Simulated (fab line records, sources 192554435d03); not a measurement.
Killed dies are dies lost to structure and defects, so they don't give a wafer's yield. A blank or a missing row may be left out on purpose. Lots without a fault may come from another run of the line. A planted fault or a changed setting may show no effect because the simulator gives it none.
Chamber matching | flow n5_finfet | N5_HKMG_FIN_HK_ALD_01 on ald_hk-02: 4 sister chambers
The step deposits HfO2, target thk 1.6 nm, pulse time 3 s, purge time 3 s. 8 wafers are shown with their chamber, then 8 later ones without.

WAFERS WITH THEIR CHAMBER
wafer  | chamber | precursor_pulse_height_rel
L084.1 | 1       | 0.991
L084.6 | 3       | 0.981
L086.3 | 2       | 1.006
L086.4 | 3       | 0.989
L088.1 | 2       | 1.049
L088.4 | 0       | 0.992
L088.5 | 0       | 0.996
L091.1 | 1       | 1.004

WAFERS WITHOUT THEIR CHAMBER
wafer  | precursor_pulse_height_rel
L091.3 | 1.001
L091.5 | 0.993
L093.3 | 1.015
L093.5 | 0.964
L093.6 | 0.978
L095.1 | 1.021
L095.2 | 0.953
L095.4 | 1.005

WHICH CHAMBER EACH WENT THROUGH
wafer  | from the rows above               | in truth
L091.3 | can't be placed: 1 or 0 or 3 or 2 | 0
L091.5 | can't be placed: 0 or 1 or 3      | 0
L093.3 | can't be placed: 2 or 1 or 0 or 3 | 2
L093.5 | can't be placed: 3 or 0 or 1      | 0
L093.6 | can't be placed: 3 or 0 or 1      | 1
L095.1 | can't be placed: 2 or 1 or 0 or 3 | 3
L095.2 | can't be placed: 3 or 0 or 1      | 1
L095.4 | can't be placed: 1 or 0 or 3 or 2 | 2
Placed correctly: 0 of 8. Can't be placed from these rows: 8 (the true chamber is among the candidates in 8). Placed wrongly: 0.
How it was worked out, from the rows above alone: a wafer's distance from a chamber is the root of the sum, over the readings, of the square of ((its reading less the chamber's mean) divided by the reading's scatter). The wafer belongs to the nearest chamber; if the next one is less than 2 further off, it can't be placed. A chamber's mean is the mean of its shown wafers. The scatter: the root of (the sum of the squares of (reading less its chamber's mean) over the shown wafers, divided by (wafers less chambers)).
